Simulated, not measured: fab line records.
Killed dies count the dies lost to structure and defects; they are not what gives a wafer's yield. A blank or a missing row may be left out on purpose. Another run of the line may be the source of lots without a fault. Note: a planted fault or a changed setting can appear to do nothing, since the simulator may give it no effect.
A lot that was struck, set against a sound lot + flow n5Finfet + 18 steps out of a route of 1938
Sound: these wafers, L837.3, L837.4, L837.6. Struck: wafer L842.6; the same lot's L842.2 was not struck, so it is left out; see the end for the cause.
At each step with rows: each side's tool, then ch and its chambers, then its first start. Under that, the readings that differ: sound wafers + struck wafers + difference of the means + sigmas: that difference in standard deviations of wafers without a fault.
alike: readings whose means differ by less than 2 such deviations, and words and numbers that are the same on both sides. not compared: withheld readings, readings that some wafer has no value for, bounds like >300 that may hide the same value, and numbers for which the record gives no deviation and whose values overlap.
The two part at a step that has a row with sigmas, a row that says differs or no value, or rows on one side only. When numbers do not overlap yet have no deviation, they are printed without sigmas and do not part them. A reading that every wafer of one side lacks parts them only if that side has two wafers or more.

N5_BEOL_M3_INSPECT_30: inspects for defects (brightfield).
  sound on defectInspect-02 at day 7 13:34; struck on defectInspect-01 at day 8 23:06
| reading        | sound       | struck | difference | sigmas |
|----------------|-------------|--------|------------|--------|
| rawDefectCount | 492 538 544 | 264    | -261       | -2     |
N5_BEOL_M3_DESCUM_33: chemistry O2, time 7 s.
  sound on rieDiel-01 ch 0,1,3, day 7 14:00; struck on rieDiel-01 ch 2, day 8 23:08
  alike: drypumpMotorCurrentA, oesProductAu, rfVppV, showerheadPlenumPTorr, throttleValvePct
  not compared: rfHoursCounterH
then, 3 steps without rows for these wafers: N5_BEOL_M3_ETCH_77 (etches underlayer in N2/H2, target depth 6.5 nm, time 5.2 s); N5_BEOL_M3_ETCH_69 (etches SiARC in CF4, target depth 15.6 nm, time 26 s); N5_BEOL_M3_ALD_98 (deposits SiO2, target thk 2.5 nm, pulse time 1 s, co reactant pulse time 1 s).
N5_BEOL_M3_ETCHBACK_99: etches SiO2 in CHF3, target depth 5 nm, time 10.4 s.
  sound on rieDiel-02 ch 0,1, day 8 03:05; struck on rieDiel-02 ch 3, day 9 04:29
| reading    | sound       | struck | difference | sigmas |
|------------|-------------|--------|------------|--------|
| rfVppV (V) | 234 236 233 | 243    | +9         | +2     |
  alike: drypumpMotorCurrentA, oesProductAu, showerheadPlenumPTorr, throttleValvePct
  not compared: rfHoursCounterH
N5_BEOL_M3_ETCH_70: etches SOC in N2/H2, target depth 80 nm, overetch 16 nm, time 120 s.
  sound on rieDiel-02 ch 0,1, day 8 03:07; struck on rieDiel-02 ch 3, day 9 04:32
| reading        | sound             | struck | difference | sigmas |
|----------------|-------------------|--------|------------|--------|
| runLengthS (s) | 142.9 143.2 143.1 | 144.1  | +1.0       | +2     |
  alike: drypumpMotorCurrentA, h2FlowSccm, oesProductAu, rfVppV, showerheadPlenumPTorr, throttleValvePct
  not compared: rfHoursCounterH
then, 2 steps without rows for these wafers: N5_BEOL_M3_STRIP_71 (strips in N2/H2); N5_BEOL_M3_STRIP_78 (strips in N2/H2).
N5_BEOL_M3_VIA_ETCH_34: etches the open film in C4F6/O2, target depth 69.4 nm, time 65.9 s.
  sound on rieDiel-02 ch 0,1, day 8 03:13; struck on rieDiel-02 ch 3, day 9 04:38
| reading        | sound          | struck | difference | sigmas |
|----------------|----------------|--------|------------|--------|
| rfVppV (V)     | 646 653 648    | 674    | +25        | +2     |
| runLengthS (s) | 89.0 89.0 89.3 | 90.2   | +1.1       | +2     |
  alike: drypumpMotorCurrentA, oes_o_777_au, oesProductAu, showerheadPlenumPTorr, throttleValvePct
  not compared: rfHoursCounterH
then, 2 steps without rows for these wafers: N5_BEOL_M3_STRIP_83 (strips in C4F6/O2); N5_BEOL_M3_STRIP_36 (strips in N2/H2).
N5_BEOL_M3_TRENCH_ETCH_37: etches SiOC in C4F6/O2, target depth 55.555 nm, time 29.2 s.
  sound on rieDiel-02 ch 0,1, day 8 03:19; struck on rieDiel-02 ch 3, day 9 04:44
| reading                           | sound             | struck | difference | sigmas |
|-----------------------------------|-------------------|--------|------------|--------|
| rfVppV (V)                        | 646 652 647       | 674    | +26        | +2     |
| runLengthS (s)                    | 52.4 52.5 52.2    | 55.5   | +3.1       | +7     |
| model.BEOL_M3.featureDepthNm (nm) | 55.4 57.2 55.2    | 59.4   | +3.5       |        |
| model.etch.depthNm (nm)           | 55.36 57.12 55.24 | 59.42  | +3.51      |        |
  alike: drypumpMotorCurrentA, oes_o_777_au, oesProductAu, showerheadPlenumPTorr, throttleValvePct
  not compared: rfHoursCounterH
N5_BEOL_M3_ETCH_41: etches SiCN in CH3F/O2, target depth 29.9 nm, time 52.5 s.
  sound on rieDiel-02 ch 0,1; struck on rieDiel-02 ch 3
  alike: drypumpMotorCurrentA, oesProductAu, rfVppV, runLengthS, showerheadPlenumPTorr, throttleValvePct
  not compared: rfHoursCounterH
then, 1 step without rows for these wafers: N5_BEOL_M3_STRIP_97 (strips in N2/H2, time 10 s).
N5_BEOL_M3_OCD_MEAS_38:
  sound on ocd-01 at day 8 03:28; struck on ocd-02 at day 9 04:53
| reading            | sound          | struck | difference | sigmas |
|--------------------|----------------|--------|------------|--------|
| trenchDepthNm (nm) | 55.1 57.2 55.8 | 59.5   | +3.5       | +3     |
then, 1 step without rows for these wafers: N5_BEOL_M3_HM_STRIP_39 (strips TiN in peroxide tin strip, target depth 25 nm, time 158 s).
N5_BEOL_M4_RC_MEAS_101:
  sound on prober-01 ch 0, day 8 17:20; struck on prober-02 ch 0, day 9 17:54
| reading       | sound          | struck | difference | sigmas |
|---------------|----------------|--------|------------|--------|
| DIBL_P (mV/V) | 35.9 39.4 35.1 | 32.1   | -4.7       | -2     |
| ION_N (uA/um) | 671 704 674    | 655    | -28        | -2     |
| VT_N (mV)     | 253 244 250    | 258    | +9         | +2     |
  alike: DIBL_N, IOFF_N, IOFF_P, ION_P, SS_N, SS_P, VT_P

== WHERE THEY PART ==
First at N5_BEOL_M3_INSPECT_30; last, within this record, at N5_BEOL_M4_RC_MEAS_101.

WHY: the cause the simulator had injected
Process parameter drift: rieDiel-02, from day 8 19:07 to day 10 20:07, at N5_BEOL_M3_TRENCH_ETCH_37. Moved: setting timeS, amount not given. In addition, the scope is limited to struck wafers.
